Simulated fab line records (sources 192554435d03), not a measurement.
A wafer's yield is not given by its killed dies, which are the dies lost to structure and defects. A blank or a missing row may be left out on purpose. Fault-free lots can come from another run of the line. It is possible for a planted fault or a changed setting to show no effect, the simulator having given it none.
fab line records	flow n5Finfet
record lots=24	wafers=72	lastDay=18
route steps=1938 shown BEOL_M9@1422 BEOL_M10@1484
lots that met no fault: from a run of the same line without faults
startH: hours from the record's opening day to when the first of the lot's shown wafers began	waitH: hours elapsed since this lot's preceding step	" the same as in the row above	L1.1+2: several wafers, shown together as one row	- no value, or no start was given	* or withheld: withheld	< > ~ a bound
route shown NAME@n: a module of which the file shows steps, and the number in the route of the first	usual: the fault-free wafers' mean and standard deviation	same: alike in all rows	chamber/n: place in a boat	sites: readings site by site	_std_site: how widely they spread, as a standard deviation	_edge_site: mean of outer sites minus mean of inner sites	radiusMm: for every site, how far away it sits from the centre of the wafer	mask NAME#n: copy n	behind: tool/chamber where the wafer was last shaped	hold: cause of the lot's hold/its duration in hours/its outcome	device: whichever transistor did not switch (one of n, p or np)	end of line: tests run on the same wafers once the route is complete	step lacking rows: just its recipe	killed: the dies lost at the first sort to structure and to defects; this is not the yield of the wafer	map: shows each die of a wafer: x if killed, . if not, _ if none is there
set.NAME: the setting that was run; set.NAME@STEP: the one run at that earlier step	model.NAME: the simulator's own value behind a step, which no gauge read
route steps across a sampled set of lots; one table per step, one row per wafer
services: the hour from which a tool's chamber was out of use, counted from the record's first day as startH (under 0 if before that day), plus the number of hours and why
## steps
# step N5_BEOL_M9_HM_OPEN_17
# recipe chemistry=Cl2/BCl3	targetDepthA=200	overetchA=60	target=TiN	maskMaterial=SOC	ionEnergyEv=150	pressureMtorr=10	icpW=1000	biasW=126	Cl2_flow_sccm=53.25	bcl3FlowSccm=21.75	Ar_flow_sccm=25
# usual drypumpMotorCurrentA=5.6/0.38	oesProductAu=0.68/0.055	rfFwdPowerW=993/3.1	throttleValvePct=22.08/0.24
lot.wafer	tool	chamber	startH	waitH	drypumpMotorCurrentA	oesProductAu	rfFwdPowerW	rfHoursCounterH	throttleValvePct
L074.1	rieMetal-01	1	206.10	0.0	6.1	0.66	998	44	22.32
L074.2	"	0	"	"	5.3	0.75	993	12	22.00
L074.6	"	1	"	"	6.1	0.66	998	-	22.35
L075.1	rieMetal-02	1	212.24	0.0	6.0	0.74	1001	17	22.28
L075.4	"	0	"	"	4.9	0.56	993	-	22.18
L075.5	"	0	"	"	5.0	0.56	995	-	22.17
L076.1	rieMetal-02	0	212.89	0.0	5.0	0.55	988	101	22.20
L076.2	"	1	"	"	6.0	0.73	996	17	22.28
L076.4	"	1	"	"	6.0	0.74	992	-	22.27
L078.3	rieMetal-01	1	215.68	0.1	6.1	0.66	994	-	22.30
L078.5	"	0	"	"	5.3	0.74	989	-	21.99
L078.6	"	1	"	"	6.1	0.66	994	-	22.33
L077.2	rieMetal-01	1	219.90	0.0	6.1	0.66	992	46	22.33
L077.5	"	1	"	"	6.0	0.66	998	-	22.34
L077.6	"	0	"	"	5.3	0.74	996	-	21.97
L079.2	rieMetal-03	1	231.74	0.0	5.9	0.65	993	45	22.13
L079.4	"	0	"	"	5.3	0.73	993	-	21.62
L079.5	"	1	"	"	5.9	0.65	995	-	22.13
L080.3	rieMetal-01	1	250.33	0.1	6.1	0.64	989	-	22.32
L080.5	"	0	"	"	5.3	0.72	996	-	22.01
L080.6	"	1	"	"	6.1	0.65	991	-	22.33
L083.2	rieMetal-01	1	262.89	0.0	6.1	0.65	991	50	22.33
L083.5	"	0	"	"	5.3	0.73	997	-	22.00
L083.6	"	1	"	"	6.1	0.65	991	-	22.35
L081.1	rieMetal-01	0	264.17	0.0	5.3	0.72	986	18	22.01
L081.3	"	0	"	"	5.3	0.72	994	-	22.00
L081.5	"	0	"	"	5.3	0.73	991	-	22.00
L084.2	rieMetal-01	1	264.69	0.0	6.0	0.65	991	50	22.33
L084.3	"	1	"	"	6.1	0.65	993	-	22.32
L084.6	"	1	"	"	6.1	0.65	989	-	22.35
L082.1	rieMetal-03	0	265.56	0.0	5.3	0.72	994	18	21.62
L082.4	"	0	"	"	5.3	0.72	995	-	21.61
L082.5	"	1	"	"	5.8	0.64	992	-	22.14
L085.1	rieMetal-01	0	267.36	0.0	5.3	0.73	992	18	22.00
L085.5	"	0	"	"	5.3	0.73	992	-	21.97
L085.6	"	1	"	"	6.1	0.64	990	-	22.35
L087.1	rieMetal-03	0	267.62	0.0	5.3	0.72	997	18	21.62
L087.3	"	1	"	"	5.9	0.64	990	-	22.13
L087.5	"	0	"	"	5.3	0.73	991	-	21.63
L086.1	rieMetal-03	0	271.15	0.0	5.3	0.72	994	18	21.64
L086.2	"	1	"	"	5.9	0.65	990	48	22.15
L086.3	"	1	"	"	5.9	0.65	993	-	22.15
L089.1	rieMetal-03	0	302.59	0.0	5.3	0.72	990	20	21.62
L089.2	"	1	"	"	5.9	0.63	997	50	22.14
L089.5	"	1	"	"	5.9	0.64	995	-	22.13
L090.3	rieMetal-03	0	303.46	0.1	5.3	0.72	992	-	21.63
L090.5	"	1	"	"	5.9	0.64	992	-	22.15
L090.6	"	0	"	"	5.3	0.72	993	-	21.65
L088.2	rieMetal-02	1	303.68	0.0	6.0	0.70	998	26	22.30
L088.3	"	0	"	"	5.0	0.53	992	-	22.20
L088.5	"	1	"	"	6.0	0.70	998	-	22.30
L092.2	rieMetal-03	1	312.19	0.0	5.9	0.63	992	50	22.15
L092.3	"	0	"	"	5.3	0.71	990	-	21.65
L092.5	"	1	"	"	5.9	0.64	996	-	22.15
L091.2	rieMetal-01	1	312.85	0.0	6.1	0.63	991	54	22.35
L091.4	"	1	"	"	6.1	0.64	993	-	22.34
L091.5	"	0	"	"	5.3	0.71	989	-	22.02
L093.1	rieMetal-01	0	323.05	0.0	5.3	0.71	991	23	22.01
L093.3	"	0	"	"	5.3	0.71	991	-	22.03
L093.6	"	1	"	"	6.1	0.65	998	-	22.35
L095.3	rieMetal-01	1	331.36	0.1	6.1	0.64	995	-	22.35
L095.4	"	0	"	"	5.3	0.71	994	-	22.01
L095.5	"	0	"	"	5.3	0.71	991	-	22.00
L094.2	rieMetal-01	0	334.61	0.0	5.3	0.71	988	25	22.02
L094.3	"	1	"	"	6.0	0.64	992	-	22.35
L094.5	"	0	"	"	5.3	0.71	988	-	22.03
L097.1	rieMetal-03	1	344.63	0.0	5.9	0.63	995	53	22.16
L097.2	"	0	"	"	5.3	0.70	988	24	21.66
L097.3	"	0	"	"	5.3	0.70	992	-	21.67
L096.3	rieMetal-02	1	363.01	0.1	6.0	0.67	995	-	22.34
L096.4	"	0	"	"	4.9	0.80	990	-	22.02
L096.5	"	1	"	"	6.0	0.68	993	-	22.33
# step N5_BEOL_M9_STRIP_19
# recipe chemistry=O2	powerW=400	tempC=40	pressureMtorr=30	rfFrequencyHz=6e+07	biasPowerW=0	overashFraction=0.2	o2FlowSccm=225
# usual drypumpMotorCurrentA=5.6/0.43	oesProductAu=0.82/0.073	rfVppV=3.7/0.6	showerheadPlenumPTorr=2.13/0.079	throttleValvePct=16.64/0.2
lot.wafer	tool	chamber	startH	waitH	drypumpMotorCurrentA	oesProductAu	rfHoursCounterH	rfVppV	showerheadPlenumPTorr	throttleValvePct
L074.1	rieDiel-04	1	206.21	0.1	5.7	0.82	81	1.8	2.04	16.40
L074.2	"	2	"	"	5.8	0.67	238	3.5	2.16	16.97
L074.6	"	1	"	"	5.7	0.82	-	4.3	2.04	16.37
L075.1	rieDiel-04	2	212.35	0.1	5.7	0.67	241	2.5	2.16	16.98
L075.4	"	2	"	"	5.8	0.68	-	3.8	2.16	17.00
L075.5	"	1	"	"	5.7	0.82	-	4.9	2.04	16.38
L076.1	rieDiel-01	1	213.01	0.1	5.9	0.86	41	3.5	2.23	16.25
L076.2	"	3	"	"	5.4	0.87	56	3.6	2.13	16.61
L076.4	"	1	"	"	6.0	0.85	-	3.8	2.23	16.24
L078.3	rieDiel-01	3	215.81	0.1	5.4	0.86	58	4.6	2.13	16.61
L078.5	"	0	"	"	5.0	0.85	-	3.7	2.23	16.64
L078.6	"	1	"	"	5.9	0.84	-	4.8	2.23	16.26
L077.2	rieDiel-04	0	220.01	0.1	5.8	0.66	258	3.7	2.14	16.88
L077.5	"	1	"	"	5.7	0.81	-	3.8	2.04	16.40
L077.6	"	2	"	"	5.8	0.67	-	3.5	2.16	16.97
L079.2	rieDiel-03	3	231.88	0.1	4.8	0.83	70	3.5	2.03	16.81
L079.4	"	1	"	"	5.9	0.85	-	3.8	2.13	16.58
L079.5	"	2	"	"	5.4	0.81	-	4.2	2.21	16.95
L080.3	rieDiel-04	3	250.45	0.1	6.5	0.69	-	4.4	1.99	16.83
L080.5	"	3	"	"	6.5	0.70	-	3.4	1.99	16.80
L080.6	"	3	"	"	6.5	0.70	-	3.1	1.99	16.82
L083.2	rieDiel-01	1	263.00	0.1	6.0	0.83	61	3.3	2.22	16.28
L083.5	"	1	"	"	6.0	0.83	-	3.4	2.22	16.28
L083.6	"	0	"	"	5.1	0.85	-	3.8	2.22	16.68
L081.1	rieDiel-01	2	264.28	0.1	5.6	0.93	15	3.7	2.06	16.44
L081.3	"	3	"	"	5.4	0.83	75	3.5	2.12	16.63
L081.5	"	2	"	"	5.5	0.94	-	2.4	2.06	16.43
L084.2	rieDiel-04	0	264.81	0.1	5.8	0.96	3	3.6	2.13	16.40
L084.3	"	1	"	"	5.7	0.80	96	4.3	2.03	16.44
L084.6	"	0	"	"	5.8	0.95	-	2.8	2.13	16.42
L082.1	rieDiel-03	2	265.67	0.1	5.4	0.79	112	4.0	2.20	16.98
L082.4	"	3	"	"	4.7	0.82	83	3.6	2.03	16.85
L082.5	"	3	"	"	4.7	0.82	-	3.2	2.03	16.85
L085.1	rieDiel-04	3	267.47	0.1	6.5	0.69	230	3.5	1.99	16.82
L085.5	"	3	"	"	6.5	0.70	-	2.8	1.99	16.84
L085.6	"	0	"	"	5.8	0.96	-	4.9	2.13	16.40
L087.1	rieDiel-03	1	267.73	0.1	5.9	0.84	72	3.2	2.13	16.61
L087.3	"	2	"	"	5.4	0.79	113	3.4	2.20	16.99
L087.5	"	1	"	"	5.9	0.83	-	3.6	2.12	16.59
L086.1	rieDiel-03	2	271.26	0.1	5.4	0.78	115	3.4	2.20	16.99
L086.2	"	3	"	"	4.8	0.81	86	3.9	2.03	16.87
L086.3	"	0	"	"	5.3	0.92	11	4.5	2.24	16.57
L089.1	rieDiel-01	2	302.96	0.3	5.5	0.90	28	4.1	2.05	16.45
L089.2	"	3	"	"	5.4	0.82	87	3.5	2.12	16.66
L089.5	"	3	"	"	5.4	0.83	-	3.4	2.12	16.67
L090.3	rieDiel-01	3	303.56	0.1	5.4	0.83	87	4.0	2.12	16.64
L090.5	"	3	"	"	5.4	0.83	-	2.5	2.12	16.66
L090.6	"	2	"	"	5.5	0.89	-	3.6	2.05	16.46
L088.2	rieDiel-01	0	303.86	0.1	5.1	0.82	87	4.5	2.22	16.71
L088.3	"	2	"	"	5.5	0.90	29	2.8	2.05	16.45
L088.5	"	2	"	"	5.5	0.90	-	3.6	2.05	16.46
L092.2	rieDiel-01	2	312.36	0.1	5.5	0.89	34	3.2	2.05	16.45
L092.3	"	3	"	"	5.4	0.81	92	3.3	2.11	16.65
L092.5	"	2	"	"	5.5	0.88	-	3.3	2.05	16.44
L091.2	rieDiel-01	0	313.11	0.2	5.1	0.81	93	4.9	2.21	16.73
L091.4	"	0	"	"	5.1	0.81	-	3.1	2.21	16.74
L091.5	"	3	"	"	5.4	0.82	-	4.7	2.11	16.68
L093.1	rieDiel-01	0	323.16	0.1	5.0	0.80	97	3.7	2.21	16.71
L093.3	"	3	"	"	5.4	0.82	97	3.3	2.11	16.68
L093.6	"	0	"	"	5.1	0.82	-	4.6	2.21	16.73
L095.3	rieDiel-01	3	331.44	0.1	5.4	0.81	100	3.7	2.11	16.67
L095.4	"	1	"	"	6.0	0.80	-	3.9	2.22	16.32
L095.5	"	3	"	"	5.4	0.82	-	3.7	2.11	16.69
L094.2	rieDiel-04	2	334.72	0.1	5.7	0.90	19	3.7	2.15	16.55
L094.3	"	0	"	"	5.8	0.89	29	2.9	2.13	16.46
L094.5	"	3	"	"	6.5	0.67	-	3.9	1.98	16.85
L097.1	rieDiel-04	1	344.74	0.1	5.7	0.78	122	3.5	2.03	16.46
L097.2	"	0	"	"	5.8	0.87	33	3.8	2.12	16.48
L097.3	"	2	"	"	5.8	0.91	23	2.9	2.15	16.57
L096.3	rieDiel-03	3	363.09	0.1	4.7	0.79	106	3.0	2.02	16.91
L096.4	"	0	"	"	5.2	0.87	36	3.0	2.23	16.59
L096.5	"	2	"	"	5.4	0.77	-	4.5	2.20	17.01
# step N5_BEOL_M9_VIA_ETCH_34
# recipe chemistry=C4F6/O2	target=SiCOH_lowk	targetDepthA=1824	maskMaterial=SOC	taperDeg=4	timeS=68.4	ionEnergyEv=250	pressureMtorr=30	sourceW=345	biasW=185	Ar_flow_sccm=300	C4F6_flow_sccm=10	O2_flow_sccm=10
# usual drypumpMotorCurrentA=5.6/0.43	oesProductAu=0.83/0.073	rfFwdPowerW=341.8/1.5	rfVppV=667/6.3	showerheadPlenumPTorr=2.88/0.1	throttleValvePct=20.88/0.22
lot.wafer	tool	chamber	startH	waitH	drypumpMotorCurrentA	oesProductAu	rfFwdPowerW	rfHoursCounterH	rfVppV	showerheadPlenumPTorr	throttleValvePct
L074.1	rieDiel-04	0	207.46	0.0	5.8	0.67	343.1	253	679	2.92	21.15
L074.2	"	1	"	"	5.7	0.81	342.7	81	671	2.76	20.55
L074.6	"	1	"	"	5.7	0.82	340.9	-	671	2.76	20.54
L075.1	rieDiel-01	0	213.37	0.0	5.1	0.85	342.4	57	668	3.01	20.90
L075.4	"	0	"	"	5.1	0.85	343.8	-	668	3.01	20.88
L075.5	"	1	"	"	6.0	0.86	340.3	-	674	3.00	20.41
L076.1	rieDiel-04	1	213.93	0.0	5.7	0.81	343.2	85	670	2.76	20.55
L076.2	"	0	"	"	5.8	0.66	343.9	256	680	2.92	21.15
L076.4	"	1	"	"	5.7	0.81	340.7	-	671	2.76	20.56
L078.3	rieDiel-03	3	217.64	0.0	4.7	0.83	343.0	64	665	2.77	21.08
L078.5	"	2	"	"	5.4	0.82	339.1	-	660	2.98	21.18
L078.6	"	3	"	"	4.7	0.84	344.1	-	663	2.77	21.09
L077.2	rieDiel-01	2	221.85	0.0	5.6	0.99	342.5	0	664	2.82	20.74
L077.5	"	2	"	"	5.5	0.98	342.3	-	663	2.82	20.73
L077.6	"	3	"	"	5.4	0.86	341.5	-	674	2.89	20.86
L079.2	rieDiel-03	1	236.47	0.0	5.9	0.84	343.1	63	662	2.89	20.87
L079.4	"	3	"	"	4.7	0.82	342.3	-	665	2.76	21.11
L079.5	"	1	"	"	5.9	0.84	341.8	-	660	2.89	20.86
L080.3	rieDiel-03	0	252.18	0.0	5.2	0.96	343.6	4	666	3.04	20.86
L080.5	"	0	"	"	5.2	0.94	344.1	-	664	3.04	20.87
L080.6	"	3	"	"	4.8	0.82	342.4	-	665	2.76	21.12
L083.2	rieDiel-01	1	263.67	0.0	6.0	0.82	340.4	62	674	2.99	20.42
L083.5	"	1	"	"	6.0	0.83	340.1	-	675	2.99	20.45
L083.6	"	0	"	"	5.1	0.83	344.2	-	669	3.00	20.92
L084.2	rieDiel-01	1	265.74	0.0	6.0	0.83	340.9	63	674	2.99	20.42
L084.3	"	0	"	"	5.1	0.83	341.6	76	668	3.00	20.95
L084.6	"	1	"	"	6.0	0.83	340.3	-	675	2.99	20.44
L081.1	rieDiel-03	3	265.89	0.0	4.8	0.81	342.2	84	666	2.76	21.12
L081.3	"	1	"	"	5.9	0.83	342.1	71	662	2.88	20.87
L081.5	"	2	"	"	5.4	0.80	341.1	-	659	2.97	21.19
L082.1	rieDiel-03	0	266.82	0.0	5.2	0.93	342.5	9	664	3.03	20.86
L082.4	"	3	"	"	4.7	0.82	342.5	84	666	2.76	21.12
L082.5	"	2	"	"	5.4	0.80	340.5	-	659	2.97	21.19
L087.1	rieDiel-04	0	269.28	0.0	5.8	0.95	343.1	5	680	2.92	20.77
L087.3	"	1	"	"	5.7	0.80	339.6	98	669	2.75	20.60
L087.5	"	0	"	"	5.8	0.96	342.6	-	680	2.92	20.80
L085.1	rieDiel-01	3	269.32	0.0	5.4	0.83	340.9	77	674	2.88	20.88
L085.5	"	3	"	"	5.4	0.84	341.5	-	674	2.88	20.89
L085.6	"	2	"	"	5.5	0.91	341.6	-	663	2.81	20.76
L086.1	rieDiel-04	0	271.93	0.0	5.8	0.94	343.8	6	680	2.92	20.79
L086.2	"	3	"	"	6.4	0.70	341.8	231	659	2.71	21.03
L086.3	"	1	"	"	5.7	0.80	340.4	99	671	2.75	20.58
L090.3	rieDiel-04	2	304.69	0.0	5.8	0.95	343.6	8	663	2.91	20.79
L090.5	"	2	"	"	5.7	0.95	344.0	-	661	2.91	20.79
L090.6	"	3	"	"	6.5	0.69	343.6	-	659	2.70	21.05
L089.1	rieDiel-01	3	304.73	0.0	5.4	0.83	342.8	88	674	2.87	20.92
L089.2	"	2	"	"	5.6	0.90	340.9	29	664	2.80	20.79
L089.5	"	2	"	"	5.5	0.90	341.6	-	663	2.80	20.79
L088.2	rieDiel-04	2	305.34	0.0	5.8	0.95	340.9	8	664	2.91	20.79
L088.3	"	3	"	"	6.5	0.69	343.0	242	659	2.70	21.05
L088.5	"	3	"	"	6.5	0.69	341.9	-	659	2.70	21.07
L091.2	rieDiel-01	2	315.61	0.0	5.6	0.89	341.7	36	664	2.80	20.79
L091.4	"	3	"	"	5.4	0.82	341.2	94	674	2.87	20.92
L091.5	"	1	"	"	6.0	0.81	340.1	-	674	2.99	20.46
L092.2	rieDiel-03	1	315.89	0.0	5.9	0.82	339.1	84	662	2.88	20.89
L092.3	"	2	"	"	5.4	0.80	337.9	126	660	2.97	21.22
L092.5	"	0	"	"	5.2	0.89	343.0	-	665	3.03	20.88
L093.1	rieDiel-04	3	325.64	0.0	6.5	0.69	342.1	250	657	2.70	21.07
L093.3	"	1	"	"	5.7	0.78	341.6	118	670	2.74	20.60
L093.6	"	1	"	"	5.7	0.77	341.1	-	673	2.74	20.59
L095.3	rieDiel-03	1	333.33	0.0	5.9	0.81	341.7	89	662	2.88	20.88
L095.4	"	2	"	"	5.4	0.79	340.9	128	658	2.97	21.22
L095.5	"	2	"	"	5.4	0.79	339.8	-	659	2.97	21.22
L094.2	rieDiel-01	3	336.82	0.0	5.4	0.80	341.5	101	675	2.87	20.93
L094.3	"	0	"	"	5.1	0.80	343.2	101	668	2.99	20.95
L094.5	"	1	"	"	6.0	0.81	338.1	-	675	2.99	20.46
L097.1	rieDiel-01	0	345.81	0.0	5.1	0.81	341.5	104	668	2.98	20.97
L097.2	"	3	"	"	5.4	0.81	341.3	104	673	2.87	20.94
L097.3	"	1	"	"	6.0	0.80	341.4	85	674	2.98	20.47
L096.3	rieDiel-03	3	364.49	0.0	4.7	0.79	343.6	107	665	2.75	21.13
L096.4	"	2	"	"	5.4	0.77	337.4	138	660	2.96	21.23
L096.5	"	0	"	"	5.2	0.86	344.4	-	665	3.02	20.91
# step N5_BEOL_M9_SURFACE_TREAT_79
# recipe gas=Ar	timeS=*	ionEnergyEv=*	ionCurrentMaCm2=0.5	pressureMtorr=*	arFlowSccm=30
# usual throttleValvePct=*
lot.wafer	tool	chamber	startH	waitH	throttleValvePct
L074.1	pvdSputter-01	-	208.64	0.2	*
L074.2	"	-	"	"	*
L074.6	"	-	"	"	*
L075.1	pvdSputter-03	-	215.10	0.2	*
L075.4	"	-	"	"	*
L075.5	"	-	"	"	*
L076.1	pvdSputter-03	-	215.38	0.2	*
L076.2	"	-	"	"	*
L076.4	"	-	"	"	*
L078.3	pvdSputter-03	-	219.42	0.2	*
L078.5	"	-	"	"	*
L078.6	"	-	"	"	*
L077.2	pvdSputter-01	-	223.92	0.2	*
L077.5	"	-	"	"	*
L077.6	"	-	"	"	*
L079.2	pvdSputter-03	-	240.34	2.6	*
L079.4	"	-	"	"	*
L079.5	"	-	"	"	*
L080.3	pvdSputter-03	-	254.11	0.4	*
L080.5	"	-	"	"	*
L080.6	"	-	"	"	*
L083.2	pvdSputter-01	-	265.37	0.6	*
L083.5	"	-	"	"	*
L083.6	"	-	"	"	*
L084.2	pvdSputter-03	-	267.09	0.2	*
L084.3	"	-	"	"	*
L084.6	"	-	"	"	*
L081.1	pvdSputter-02	-	267.24	0.2	*
L081.3	"	-	"	"	*
L081.5	"	-	"	"	*
L082.1	pvdSputter-03	-	269.23	1.1	*
L082.4	"	-	"	"	*
L082.5	"	-	"	"	*
L087.1	pvdSputter-03	-	271.26	0.2	*
L087.3	"	-	"	"	*
L087.5	"	-	"	"	*
L085.1	pvdSputter-03	-	271.30	0.2	*
L085.5	"	-	"	"	*
L085.6	"	-	"	"	*
L086.1	pvdSputter-01	-	273.23	0.3	*
L086.2	"	-	"	"	*
L086.3	"	-	"	"	*
L090.3	pvdSputter-03	-	306.36	0.4	*
L090.5	"	-	"	"	*
L090.6	"	-	"	"	*
L089.1	pvdSputter-01	-	306.52	0.4	*
L089.2	"	-	"	"	*
L089.5	"	-	"	"	*
L088.2	pvdSputter-03	-	306.88	0.3	*
L088.3	"	-	"	"	*
L088.5	"	-	"	"	*
L091.2	pvdSputter-02	-	318.47	0.2	*
L091.4	"	-	"	"	*
L091.5	"	-	"	"	*
L092.2	pvdSputter-02	-	318.51	0.2	*
L092.3	"	-	"	"	*
L092.5	"	-	"	"	*
L093.1	pvdSputter-02	-	327.13	0.2	*
L093.3	"	-	"	"	*
L093.6	"	-	"	"	*
L095.3	pvdSputter-01	-	334.58	0.2	*
L095.4	"	-	"	"	*
L095.5	"	-	"	"	*
L094.2	pvdSputter-02	-	338.23	0.3	*
L094.3	"	-	"	"	*
L094.5	"	-	"	"	*
L097.1	pvdSputter-03	-	347.63	0.4	*
L097.2	"	-	"	"	*
L097.3	"	-	"	"	*
L096.3	pvdSputter-03	-	365.97	0.2	*
L096.4	"	-	"	"	*
L096.5	"	-	"	"	*
# step N5_BEOL_M9_ANNEAL_51
# recipe tempC=225	timeS=90	ambient=N2
# usual wafer_temp_C_max=226.0/0.38
lot.wafer	tool	chamber	startH	waitH	wafer_temp_C_max
L074.1	rtpAnneal-02	0	209.72	0.8	225.5
L074.2	"	0	"	"	225.3
L074.6	"	0	"	"	225.6
L075.1	rtpAnneal-02	0	215.53	0.1	225.5
L075.4	"	0	"	"	225.8
L075.5	"	0	"	"	226.1
L076.1	rtpAnneal-01	0	216.19	0.3	226.6
L076.2	"	0	"	"	226.5
L076.4	"	0	"	"	226.0
L078.3	rtpAnneal-02	0	220.38	0.6	225.4
L078.5	"	0	"	"	225.8
L078.6	"	0	"	"	225.4
L077.2	rtpAnneal-01	0	224.39	0.1	225.7
L077.5	"	0	"	"	226.0
L077.6	"	0	"	"	225.9
L079.2	rtpAnneal-02	0	242.74	0.5	226.0
L079.4	"	0	"	"	225.6
L079.5	"	0	"	"	225.3
L080.3	rtpAnneal-01	0	254.60	0.1	226.2
L080.5	"	0	"	"	226.2
L080.6	"	0	"	"	226.5
L083.2	rtpAnneal-01	0	266.47	0.1	226.1
L083.5	"	0	"	"	226.4
L083.6	"	0	"	"	226.8
L084.2	rtpAnneal-01	0	267.60	0.2	226.3
L084.3	"	0	"	"	226.2
L084.6	"	0	"	"	226.1
L081.1	rtpAnneal-02	0	267.90	0.3	225.8
L081.3	"	0	"	"	225.8
L081.5	"	0	"	"	225.7
L082.1	rtpAnneal-01	0	269.96	0.1	226.4
L082.4	"	0	"	"	226.5
L082.5	"	0	"	"	226.3
L087.1	rtpAnneal-02	0	271.66	0.1	225.6
L087.3	"	0	"	"	225.8
L087.5	"	0	"	"	225.6
L085.1	rtpAnneal-02	0	271.93	0.3	225.4
L085.5	"	0	"	"	225.4
L085.6	"	0	"	"	225.3
L086.1	rtpAnneal-02	0	275.15	0.1	225.6
L086.2	"	0	"	"	225.9
L086.3	"	0	"	"	225.7
L090.3	rtpAnneal-01	0	307.30	0.3	226.2
L090.5	"	0	"	"	226.8
L090.6	"	0	"	"	226.1
L089.1	rtpAnneal-01	0	307.75	0.7	226.3
L089.2	"	0	"	"	226.4
L089.5	"	0	"	"	226.4
L088.2	rtpAnneal-01	0	308.61	1.1	226.3
L088.3	"	0	"	"	226.2
L088.5	"	0	"	"	226.4
L091.2	rtpAnneal-01	0	318.92	0.1	225.8
L091.4	"	0	"	"	226.3
L091.5	"	0	"	"	226.4
L092.2	rtpAnneal-01	0	319.19	0.3	225.9
L092.3	"	0	"	"	226.4
L092.5	"	0	"	"	226.0
L093.1	rtpAnneal-01	0	327.62	0.2	226.1
L093.3	"	0	"	"	226.2
L093.6	"	0	"	"	226.6
L095.3	rtpAnneal-02	0	335.14	0.1	225.7
L095.4	"	0	"	"	225.9
L095.5	"	0	"	"	226.0
L094.2	rtpAnneal-02	0	339.47	0.1	226.1
L094.3	"	0	"	"	225.7
L094.5	"	0	"	"	225.8
L097.1	rtpAnneal-01	0	348.13	0.1	226.4
L097.2	"	0	"	"	226.4
L097.3	"	0	"	"	226.1
L096.3	rtpAnneal-02	0	366.89	0.5	225.8
L096.4	"	0	"	"	226.1
L096.5	"	0	"	"	225.8
# step N5_BEOL_M10_OVL_MEAS_12
# recipe pointsPerWafer=44
# usual M10_OVL=0.1/0.8
lot.wafer	tool	chamber	startH	waitH	M10_OVL[nm]
L074.1	overlay-02	0	212.01	0.0	0.3
L074.2	"	0	"	"	-1.0
L074.6	"	0	"	"	-0.7
L075.1	overlay-01	0	218.25	0.0	0.1
L075.4	"	0	"	"	0.5
L075.5	"	0	"	"	1.0
L076.1	overlay-01	0	219.20	0.0	1.2
L076.2	"	0	"	"	0.9
L076.4	"	0	"	"	0.3
L078.3	overlay-01	0	224.09	0.0	-0.4
L078.5	"	0	"	"	-0.6
L078.6	"	0	"	"	-0.5
L077.2	overlay-02	0	227.22	0.0	-0.4
L077.5	"	0	"	"	0.7
L077.6	"	0	"	"	-2.0
L079.2	overlay-01	0	246.64	0.0	-0.5
L079.4	"	0	"	"	-0.3
L079.5	"	0	"	"	0.0
L080.3	overlay-01	0	257.52	0.0	0.4
L080.5	"	0	"	"	-0.2
L080.6	"	0	"	"	-0.6
L083.2	overlay-02	0	270.30	0.0	-0.4
L083.5	"	0	"	"	0.0
L083.6	"	0	"	"	-0.8
L084.2	overlay-02	0	270.50	0.0	0.9
L084.3	"	0	"	"	0.4
L084.6	"	0	"	"	0.3
L081.1	overlay-02	0	270.59	0.0	1.1
L081.3	"	0	"	"	0.3
L081.5	"	0	"	"	0.5
L082.1	overlay-01	0	272.62	0.0	-0.3
L082.4	"	0	"	"	-0.8
L082.5	"	0	"	"	-0.2
L087.1	overlay-02	0	273.66	0.0	-1.2
L087.3	"	0	"	"	-0.5
L087.5	"	0	"	"	-0.6
L085.1	overlay-02	0	276.19	0.0	0.3
L085.5	"	0	"	"	-1.5
L085.6	"	0	"	"	0.0
L086.1	overlay-01	0	277.20	0.0	0.8
L086.2	"	0	"	"	0.7
L086.3	"	0	"	"	0.8
L090.3	overlay-02	0	310.28	0.0	-1.4
L090.5	"	0	"	"	-1.8
L090.6	"	0	"	"	-0.2
L089.1	overlay-02	0	310.48	0.0	1.7
L089.2	"	0	"	"	0.1
L089.5	"	0	"	"	-1.2
L088.2	overlay-02	0	310.84	0.0	-0.6
L088.3	"	0	"	"	-0.2
L088.5	"	0	"	"	-1.0
L091.2	overlay-01	0	323.33	0.0	0.8
L091.4	"	0	"	"	0.4
L091.5	"	0	"	"	0.6
L092.2	overlay-02	0	323.56	0.0	0.7
L092.3	"	0	"	"	0.4
L092.5	"	0	"	"	-0.4
L093.1	overlay-02	0	329.98	0.0	-0.9
L093.3	"	0	"	"	-0.8
L093.6	"	0	"	"	-0.1
L095.3	overlay-02	0	337.82	0.0	1.1
L095.4	"	0	"	"	0.6
L095.5	"	0	"	"	-0.9
L094.2	overlay-02	0	343.91	0.0	0.5
L094.3	"	0	"	"	-0.1
L094.5	"	0	"	"	-0.1
L097.1	overlay-02	0	352.04	0.0	0.0
L097.2	"	0	"	"	0.5
L097.3	"	0	"	"	0.5
L096.3	overlay-01	0	369.69	0.0	1.6
L096.4	"	0	"	"	-0.1
L096.5	"	0	"	"	1.6
## services
tool	chamber	startH	hours	kind
rieDiel-04	3	185.77	45.5	repair
rieDiel-01	2	199.95	-	clean
rieDiel-01	2	199.95	-	consumableReplace:focusRing
pvdSputter-02	-	222.72	1.7	repair
rieMetal-02	0	229.56	9.1	repair
rieDiel-04	0	242.16	-	clean
rieDiel-04	0	242.16	-	consumableReplace:focusRing
rieDiel-04	0	242.16	16.1	scheduledDown
rieDiel-04	0	242.16	16.1	ventCycle
rieDiel-04	1	246.44	6.6	repair
rieDiel-04	2	248.61	3.7	repair
rieMetal-02	-	250.37	0.5	repair
rieDiel-04	2	258.24	-	clean
rieDiel-04	2	258.24	-	consumableReplace:focusRing
rieDiel-01	0	269.66	2.1	repair
rieDiel-01	0	275.75	4.7	repair
rieDiel-03	3	282.13	10.9	repair
rtpAnneal-01	-	295.09	4.3	pm
rieDiel-03	-	298.97	15.6	pm
rieDiel-01	2	321.53	13.2	repair
rieDiel-04	1	326.25	8.7	repair
rieDiel-04	3	329.91	4.1	repair
rieMetal-02	-	340.53	4.3	pm
rieDiel-04	2	347.19	1.6	repair
## key
fault none
